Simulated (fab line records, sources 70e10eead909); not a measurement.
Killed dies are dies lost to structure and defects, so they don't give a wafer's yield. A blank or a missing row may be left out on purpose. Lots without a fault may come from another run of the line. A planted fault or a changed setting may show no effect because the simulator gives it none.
Chamber matching | flow nand_harc | NHARC_P_ZERO_WELL_DESCUM_26 on rie_diel-08: 4 sister chambers
The step chemistry O2, time 3 s. 4 wafers are shown with their chamber, then 11 later ones without.

WAFERS WITH THEIR CHAMBER
wafer  | chamber | drypump_motor_current_A (A)
L083.4 | 1       | 6.7
L085.2 | 0       | 6.3
L085.5 | 3       | 5.9
L088.4 | 2       | 5.6

WAFERS WITHOUT THEIR CHAMBER
wafer  | drypump_motor_current_A (A)
L088.5 | 6.3
L088.6 | 6.7
L090.1 | 6.3
L090.5 | 5.6
L090.6 | 5.9
L095.1 | 6.6
L095.2 | 6.0
L095.5 | 5.6
L096.2 | 5.6
L096.3 | 6.3
L096.6 | 5.6

WHICH CHAMBER EACH WENT THROUGH
wafer  | from the rows above | in truth
L088.5 | 0                   | 0
L088.6 | 1                   | 1
L090.1 | 0                   | 0
L090.5 | 2                   | 2
L090.6 | 3                   | 3
L095.1 | 1                   | 1
L095.2 | 3                   | 3
L095.5 | 2                   | 2
L096.2 | 2                   | 2
L096.3 | 0                   | 0
L096.6 | 2                   | 2
Placed correctly: 11 of 11. Can't be placed from these rows: 0. Placed wrongly: 0.
How it was worked out, from the rows above alone: a wafer's distance from a chamber is the root of the sum, over the readings, of the square of ((its reading less the chamber's mean) divided by the reading's scatter). The wafer belongs to the nearest chamber; if the next one is less than 2 further off, it can't be placed. A chamber's mean is the mean of its shown wafers. The scatter: with one shown wafer a chamber, the root of the mean of the squares of how far each hidden wafer lies from its nearest shown one.
